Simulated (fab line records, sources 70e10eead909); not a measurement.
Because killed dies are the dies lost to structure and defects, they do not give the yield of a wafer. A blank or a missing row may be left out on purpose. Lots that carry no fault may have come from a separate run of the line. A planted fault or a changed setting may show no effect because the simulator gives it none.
What tool caused it? || flow nand-harc || 12 lots, 35 wafers sampled, at 5 steps of a route of 1159

WHAT THE GAUGES READ, wafer by wafer
NHARC_END_SORT_01. Usual: killed-at-array 27, standard deviation 11; killed-at-other 0.8, standard deviation 1.4; killed-at-periphery 3.3, standard deviation 2; killed-dies 31, standard deviation 11; killed-open 3.4, standard deviation 1.8; killed-short 2.1, standard deviation 1.3.
{"lot": "L354", "measured": "day 22 00:38", "on": "prober-02", "killed-at-array": "23 20 25", "killed-at-other": "0 0 0", "killed-at-periphery": "5 6 4", "killed-dies": "28 26 29", "killed-open": "3 4 4", "killed-short": "3 1 0", "flag": ""}
{"lot": "L360", "measured": "day 23 13:32", "on": "prober-01", "killed-at-array": "22 19", "killed-at-other": "0 0", "killed-at-periphery": "11 8", "killed-dies": "33 27", "killed-open": "3 5", "killed-short": "1 1", "flag": "OFF"}

EACH LOT AND THE TOOL THAT RAN IT (in order: tool; ch and the chambers of the sampled wafers; start)
{"lot": "L345", "NHARC_A_CHANNEL_HOLE_D1_ETCH_26": "har-etch-01 ch 0,1, day 9 01:03", "NHARC_A_CHANNEL_FILL_D1_ALD_02": "ald-hk-03 ch 0,3, day 9 03:20", "NHARC_A_CHANNEL_FILL_D1_ALD_14": "ald-hk-03 ch 0,1,2, day 9 10:20", "NHARC_A_CHANNEL_FILL_D1_ETCHBACK_19": "rie-si-06 ch 1,2, day 10 03:19"}
{"lot": "L348", "NHARC_A_CHANNEL_HOLE_D1_ETCH_26": "har-etch-02 ch 0,1, day 9 06:53", "NHARC_A_CHANNEL_FILL_D1_ALD_02": "ald-hk-03 ch 2,3, day 9 08:58", "NHARC_A_CHANNEL_FILL_D1_ALD_14": "ald-hk-03 ch 1,3, day 9 16:01", "NHARC_A_CHANNEL_FILL_D1_ETCHBACK_19": "rie-si-06 ch 0,1, day 10 09:50"}
{"lot": "L350", "NHARC_A_CHANNEL_HOLE_D1_ETCH_26": "har-etch-01 ch 0,1, day 10 01:48", "NHARC_A_CHANNEL_FILL_D1_ALD_02": "ald-hk-03 ch 1,3, day 10 03:57", "NHARC_A_CHANNEL_FILL_D1_ALD_14": "ald-hk-03 ch 1,2,3, day 10 10:55", "NHARC_A_CHANNEL_FILL_D1_ETCHBACK_19": "rie-si-04 ch 0,2, day 11 04:04"}
{"lot": "L351", "NHARC_A_CHANNEL_HOLE_D1_ETCH_26": "har-etch-02 ch 0,1, day 10 02:52", "NHARC_A_CHANNEL_FILL_D1_ALD_02": "ald-hk-03 ch 0,1,3, day 10 04:58", "NHARC_A_CHANNEL_FILL_D1_ALD_14": "ald-hk-01 ch 0,1,2, day 10 10:51", "NHARC_A_CHANNEL_FILL_D1_ETCHBACK_19": "rie-si-06 ch 1,2,3, day 11 04:05"}
{"lot": "L349", "NHARC_A_CHANNEL_HOLE_D1_ETCH_26": "har-etch-01 ch 0,1, day 10 05:56", "NHARC_A_CHANNEL_FILL_D1_ALD_02": "ald-hk-04 ch 1,2, day 10 08:13", "NHARC_A_CHANNEL_FILL_D1_ALD_14": "ald-hk-04 ch 0,2,3, day 10 15:35", "NHARC_A_CHANNEL_FILL_D1_ETCHBACK_19": "rie-si-04 ch 0,1,2, day 11 08:42"}
{"lot": "L353", "NHARC_A_CHANNEL_HOLE_D1_ETCH_26": "har-etch-01 ch 0,1, day 10 20:19", "NHARC_A_CHANNEL_FILL_D1_ALD_02": "ald-hk-03 ch 1,2, day 11 01:24", "NHARC_A_CHANNEL_FILL_D1_ALD_14": "ald-hk-03 ch 0,2,3, day 11 08:14", "NHARC_A_CHANNEL_FILL_D1_ETCHBACK_19": "rie-si-05 ch 0,1,2, day 12 01:09"}
{"lot": "L354", "NHARC_A_CHANNEL_HOLE_D1_ETCH_26": "har-etch-02 ch 0,1, day 11 05:40", "NHARC_A_CHANNEL_FILL_D1_ALD_02": "ald-hk-04 ch 1,2,3, day 11 07:56", "NHARC_A_CHANNEL_FILL_D1_ALD_14": "ald-hk-04 ch 0,1,2, day 11 15:16", "NHARC_A_CHANNEL_FILL_D1_ETCHBACK_19": "rie-si-04 ch 0,2, day 12 10:07"}
{"lot": "L355", "NHARC_A_CHANNEL_HOLE_D1_ETCH_26": "har-etch-02 ch 0,1, day 11 15:30", "NHARC_A_CHANNEL_FILL_D1_ALD_02": "ald-hk-04 ch 0,1, day 11 17:55", "NHARC_A_CHANNEL_FILL_D1_ALD_14": "ald-hk-04 ch 0,1,2, day 12 00:44", "NHARC_A_CHANNEL_FILL_D1_ETCHBACK_19": "rie-si-05 ch 0,3, day 12 17:28"}
{"lot": "L360", "NHARC_A_CHANNEL_HOLE_D1_ETCH_26": "har-etch-02 ch 0,1, day 12 15:13", "NHARC_A_CHANNEL_FILL_D1_ALD_02": "ald-hk-03 ch 1,2, day 12 17:47", "NHARC_A_CHANNEL_FILL_D1_ALD_14": "ald-hk-04 ch 0,3, day 13 00:17", "NHARC_A_CHANNEL_FILL_D1_ETCHBACK_19": "rie-si-06 ch 1,2, day 13 17:41"}
{"lot": "L365", "NHARC_A_CHANNEL_HOLE_D1_ETCH_26": "har-etch-02 ch 1, day 13 11:43", "NHARC_A_CHANNEL_FILL_D1_ALD_02": "ald-hk-03 ch 0,1, day 13 13:49", "NHARC_A_CHANNEL_FILL_D1_ALD_14": "ald-hk-04 ch 1,3, day 13 20:37", "NHARC_A_CHANNEL_FILL_D1_ETCHBACK_19": "rie-si-05 ch 0,1, day 14 14:06"}
{"lot": "L366", "NHARC_A_CHANNEL_HOLE_D1_ETCH_26": "har-etch-01 ch 1, day 13 18:14", "NHARC_A_CHANNEL_FILL_D1_ALD_02": "ald-hk-03 ch 0,1, day 13 20:25", "NHARC_A_CHANNEL_FILL_D1_ALD_14": "ald-hk-03 ch 0,1,2, day 14 03:26", "NHARC_A_CHANNEL_FILL_D1_ETCHBACK_19": "rie-si-06 ch 0,1,3, day 14 20:19"}
{"lot": "L367", "NHARC_A_CHANNEL_HOLE_D1_ETCH_26": "har-etch-02 ch 0,1, day 13 21:12", "NHARC_A_CHANNEL_FILL_D1_ALD_02": "ald-hk-03 ch 0,2,3, day 13 23:20", "NHARC_A_CHANNEL_FILL_D1_ALD_14": "ald-hk-03 ch 1,2,3, day 14 06:19", "NHARC_A_CHANNEL_FILL_D1_ETCHBACK_19": "rie-si-05 ch 0,2,3, day 14 23:16"}
- NHARC_A_CHANNEL_HOLE_D1_ETCH_26: etches the open film in C4F8/O2/Ar, time 224.1 s, target depth 300 nm.
- NHARC_A_CHANNEL_FILL_D1_ALD_02: deposits SiO2, target thk 6 nm, pulse time 10 s, ald cycles 60.
- NHARC_A_CHANNEL_FILL_D1_ALD_14: deposits SiO2, target thk 2.5 nm, pulse time 10 s, ald cycles 25.
- NHARC_A_CHANNEL_FILL_D1_ETCHBACK_19: etches the open film in HBr/Cl2, target depth 5 nm, time 1.7 s.

AS READ BY THE TOOLS THEMSELVES (means over the sampled wafers that have a number; for cases with no such wafer, the mark the record gives instead)
NHARC_A_CHANNEL_HOLE_D1_ETCH_26. Usual: drypump-motor-current-A 5.7 A, standard deviation 0.37; showerhead-plenum-p-Torr 3.72 Torr, standard deviation 0.1; throttle-valve-pct 24.583 %, standard deviation 0.0096.
{"lot": "L345", "tool": "har-etch-01", "drypump-motor-current-A (A)": 5.5, "showerhead-plenum-p-Torr (Torr)": 3.84, "throttle-valve-pct (%)": 24.583, "flag": ""}
{"lot": "L348", "tool": "har-etch-02", "drypump-motor-current-A (A)": 6.1, "showerhead-plenum-p-Torr (Torr)": 3.63, "throttle-valve-pct (%)": 24.583, "flag": ""}
{"lot": "L350", "tool": "har-etch-01", "drypump-motor-current-A (A)": 5.3, "showerhead-plenum-p-Torr (Torr)": 3.79, "throttle-valve-pct (%)": 24.577, "flag": ""}
{"lot": "L351", "tool": "har-etch-02", "drypump-motor-current-A (A)": 6.1, "showerhead-plenum-p-Torr (Torr)": 3.62, "throttle-valve-pct (%)": 24.585, "flag": ""}
{"lot": "L349", "tool": "har-etch-01", "drypump-motor-current-A (A)": 5.6, "showerhead-plenum-p-Torr (Torr)": 3.83, "throttle-valve-pct (%)": 24.578, "flag": ""}
{"lot": "L353", "tool": "har-etch-01", "drypump-motor-current-A (A)": 5.3, "showerhead-plenum-p-Torr (Torr)": 3.79, "throttle-valve-pct (%)": 24.581, "flag": ""}
{"lot": "L354", "tool": "har-etch-02", "drypump-motor-current-A (A)": 6.0, "showerhead-plenum-p-Torr (Torr)": 3.65, "throttle-valve-pct (%)": 24.585, "flag": ""}
{"lot": "L355", "tool": "har-etch-02", "drypump-motor-current-A (A)": 6.0, "showerhead-plenum-p-Torr (Torr)": 3.61, "throttle-valve-pct (%)": 24.579, "flag": ""}
{"lot": "L360", "tool": "har-etch-02", "drypump-motor-current-A (A)": 6.0, "showerhead-plenum-p-Torr (Torr)": 3.62, "throttle-valve-pct (%)": 24.588, "flag": ""}
{"lot": "L365", "tool": "har-etch-02", "drypump-motor-current-A (A)": 6.0, "showerhead-plenum-p-Torr (Torr)": 3.67, "throttle-valve-pct (%)": 24.572, "flag": ""}
{"lot": "L366", "tool": "har-etch-01", "drypump-motor-current-A (A)": 5.1, "showerhead-plenum-p-Torr (Torr)": 3.73, "throttle-valve-pct (%)": 24.578, "flag": ""}
{"lot": "L367", "tool": "har-etch-02", "drypump-motor-current-A (A)": 6.0, "showerhead-plenum-p-Torr (Torr)": 3.63, "throttle-valve-pct (%)": 24.583, "flag": ""}

NHARC_A_CHANNEL_FILL_D1_ALD_02. Usual: heater-power-w 462 W, standard deviation 28; precursor-pulse-height-rel 0.999, standard deviation 0.019.
{"lot": "L345", "tool": "ald-hk-03", "heater-power-w (W)": 471, "precursor-pulse-height-rel": 1.005, "flag": ""}
{"lot": "L348", "tool": "ald-hk-03", "heater-power-w (W)": 462, "precursor-pulse-height-rel": 1.005, "flag": ""}
{"lot": "L350", "tool": "ald-hk-03", "heater-power-w (W)": 417, "precursor-pulse-height-rel": 1.010, "flag": ""}
{"lot": "L351", "tool": "ald-hk-03", "heater-power-w (W)": 449, "precursor-pulse-height-rel": 1.011, "flag": ""}
{"lot": "L349", "tool": "ald-hk-04", "heater-power-w (W)": 466, "precursor-pulse-height-rel": 1.000, "flag": ""}
{"lot": "L353", "tool": "ald-hk-03", "heater-power-w (W)": 447, "precursor-pulse-height-rel": 0.996, "flag": ""}
{"lot": "L354", "tool": "ald-hk-04", "heater-power-w (W)": 462, "precursor-pulse-height-rel": 1.002, "flag": ""}
{"lot": "L355", "tool": "ald-hk-04", "heater-power-w (W)": 463, "precursor-pulse-height-rel": 0.998, "flag": ""}
{"lot": "L360", "tool": "ald-hk-03", "heater-power-w (W)": 444, "precursor-pulse-height-rel": 0.990, "flag": ""}
{"lot": "L365", "tool": "ald-hk-03", "heater-power-w (W)": 437, "precursor-pulse-height-rel": 0.995, "flag": ""}
{"lot": "L366", "tool": "ald-hk-03", "heater-power-w (W)": 460, "precursor-pulse-height-rel": 1.004, "flag": ""}
{"lot": "L367", "tool": "ald-hk-03", "heater-power-w (W)": 464, "precursor-pulse-height-rel": 1.000, "flag": ""}

NHARC_A_CHANNEL_FILL_D1_ALD_14. Usual: heater-power-w 467 W, standard deviation 27; precursor-pulse-height-rel 1.001, standard deviation 0.018.
{"lot": "L345", "tool": "ald-hk-03", "heater-power-w (W)": 469, "precursor-pulse-height-rel": 1.002, "flag": ""}
{"lot": "L348", "tool": "ald-hk-03", "heater-power-w (W)": 419, "precursor-pulse-height-rel": 1.009, "flag": ""}
{"lot": "L350", "tool": "ald-hk-03", "heater-power-w (W)": 434, "precursor-pulse-height-rel": 1.006, "flag": ""}
{"lot": "L351", "tool": "ald-hk-01", "heater-power-w (W)": 485, "precursor-pulse-height-rel": 1.008, "flag": ""}
{"lot": "L349", "tool": "ald-hk-04", "heater-power-w (W)": 476, "precursor-pulse-height-rel": 1.002, "flag": ""}
{"lot": "L353", "tool": "ald-hk-03", "heater-power-w (W)": 462, "precursor-pulse-height-rel": 1.000, "flag": ""}
{"lot": "L354", "tool": "ald-hk-04", "heater-power-w (W)": 463, "precursor-pulse-height-rel": 1.004, "flag": ""}
{"lot": "L355", "tool": "ald-hk-04", "heater-power-w (W)": 470, "precursor-pulse-height-rel": 1.008, "flag": ""}
{"lot": "L360", "tool": "ald-hk-04", "heater-power-w (W)": 482, "precursor-pulse-height-rel": 1.005, "flag": ""}
{"lot": "L365", "tool": "ald-hk-04", "heater-power-w (W)": 459, "precursor-pulse-height-rel": 0.982, "flag": ""}
{"lot": "L366", "tool": "ald-hk-03", "heater-power-w (W)": 467, "precursor-pulse-height-rel": 0.991, "flag": ""}
{"lot": "L367", "tool": "ald-hk-03", "heater-power-w (W)": 444, "precursor-pulse-height-rel": 0.988, "flag": ""}

NHARC_A_CHANNEL_FILL_D1_ETCHBACK_19. Usual: bias-w 99.93 W, standard deviation 0.3; drypump-motor-current-A 5.5 A, standard deviation 0.35; oes-product-au 1.000 a.u., standard deviation 0.0072; rf-fwd-power-W 390.5 W, standard deviation 1.3; throttle-valve-pct 26.405 %, standard deviation 0.0088.
{"lot": "L345", "tool": "rie-si-06", "bias-w (W)": 99.62, "drypump-motor-current-A (A)": 5.8, "oes-product-au (a.u.)": 1.003, "rf-fwd-power-W (W)": 389.2, "throttle-valve-pct (%)": 26.406, "flag": ""}
{"lot": "L348", "tool": "rie-si-06", "bias-w (W)": 99.92, "drypump-motor-current-A (A)": 5.7, "oes-product-au (a.u.)": 1.004, "rf-fwd-power-W (W)": 390.6, "throttle-valve-pct (%)": 26.402, "flag": ""}
{"lot": "L350", "tool": "rie-si-04", "bias-w (W)": 99.81, "drypump-motor-current-A (A)": 5.6, "oes-product-au (a.u.)": 1.004, "rf-fwd-power-W (W)": 391.2, "throttle-valve-pct (%)": 26.408, "flag": ""}
{"lot": "L351", "tool": "rie-si-06", "bias-w (W)": 99.73, "drypump-motor-current-A (A)": 5.4, "oes-product-au (a.u.)": 1.000, "rf-fwd-power-W (W)": 390.5, "throttle-valve-pct (%)": 26.407, "flag": ""}
{"lot": "L349", "tool": "rie-si-04", "bias-w (W)": 99.88, "drypump-motor-current-A (A)": 5.3, "oes-product-au (a.u.)": 1.001, "rf-fwd-power-W (W)": 390.6, "throttle-valve-pct (%)": 26.410, "flag": ""}
{"lot": "L353", "tool": "rie-si-05", "bias-w (W)": 99.72, "drypump-motor-current-A (A)": 5.8, "oes-product-au (a.u.)": 0.990, "rf-fwd-power-W (W)": 390.3, "throttle-valve-pct (%)": 26.407, "flag": ""}
{"lot": "L354", "tool": "rie-si-04", "bias-w (W)": 99.67, "drypump-motor-current-A (A)": 5.5, "oes-product-au (a.u.)": 1.001, "rf-fwd-power-W (W)": 390.0, "throttle-valve-pct (%)": 26.407, "flag": ""}
{"lot": "L355", "tool": "rie-si-05", "bias-w (W)": 99.75, "drypump-motor-current-A (A)": 5.6, "oes-product-au (a.u.)": 0.995, "rf-fwd-power-W (W)": 391.0, "throttle-valve-pct (%)": 26.405, "flag": ""}
{"lot": "L360", "tool": "rie-si-06", "bias-w (W)": 99.62, "drypump-motor-current-A (A)": 5.8, "oes-product-au (a.u.)": 1.006, "rf-fwd-power-W (W)": 389.2, "throttle-valve-pct (%)": 26.398, "flag": ""}
{"lot": "L365", "tool": "rie-si-05", "bias-w (W)": 99.70, "drypump-motor-current-A (A)": 5.7, "oes-product-au (a.u.)": 1.000, "rf-fwd-power-W (W)": 390.8, "throttle-valve-pct (%)": 26.408, "flag": ""}
{"lot": "L366", "tool": "rie-si-06", "bias-w (W)": 99.75, "drypump-motor-current-A (A)": 5.5, "oes-product-au (a.u.)": 1.004, "rf-fwd-power-W (W)": 391.2, "throttle-valve-pct (%)": 26.405, "flag": ""}
{"lot": "L367", "tool": "rie-si-05", "bias-w (W)": 99.91, "drypump-motor-current-A (A)": 5.7, "oes-product-au (a.u.)": 0.999, "rf-fwd-power-W (W)": 391.1, "throttle-valve-pct (%)": 26.408, "flag": ""}

THE ANSWER, worked out from the rows above alone
Rule: lot off if the mean of its wafers having a number is beyond 3 standard deviations from the usual mean. A lot without any number at a reading at which 4 lots or more have one is off too. Where the step has rows for the other lots, those lots are counted as sound. First the gauges in route order, then the tools' own readings, where a lot's mean is used as printed above. At the first step where some lot is off, the reading lying furthest off is the one used; lots without a number count as furthest.
Off: L360, at NHARC_END_SORT_01 (killed-at-periphery). Neither off nor sound, because the step has no rows for them: L345, L348, L350, L351, L349, L353, L355, L365, L366, L367.
If a tool, at a process step before that reading, ran all the lots that are off and no sound lot after the first of them, it fits. The gauges at NHARC_END_SORT_01 are tried like those tools. Can't be told from this: 5 tools fit, har-etch-02 at NHARC_A_CHANNEL_HOLE_D1_ETCH_26, ald-hk-03 at NHARC_A_CHANNEL_FILL_D1_ALD_02, ald-hk-04 at NHARC_A_CHANNEL_FILL_D1_ALD_14, rie-si-06 at NHARC_A_CHANNEL_FILL_D1_ETCHBACK_19, prober-01 at NHARC_END_SORT_01.

WHAT THE SIMULATOR HAD INSERTED
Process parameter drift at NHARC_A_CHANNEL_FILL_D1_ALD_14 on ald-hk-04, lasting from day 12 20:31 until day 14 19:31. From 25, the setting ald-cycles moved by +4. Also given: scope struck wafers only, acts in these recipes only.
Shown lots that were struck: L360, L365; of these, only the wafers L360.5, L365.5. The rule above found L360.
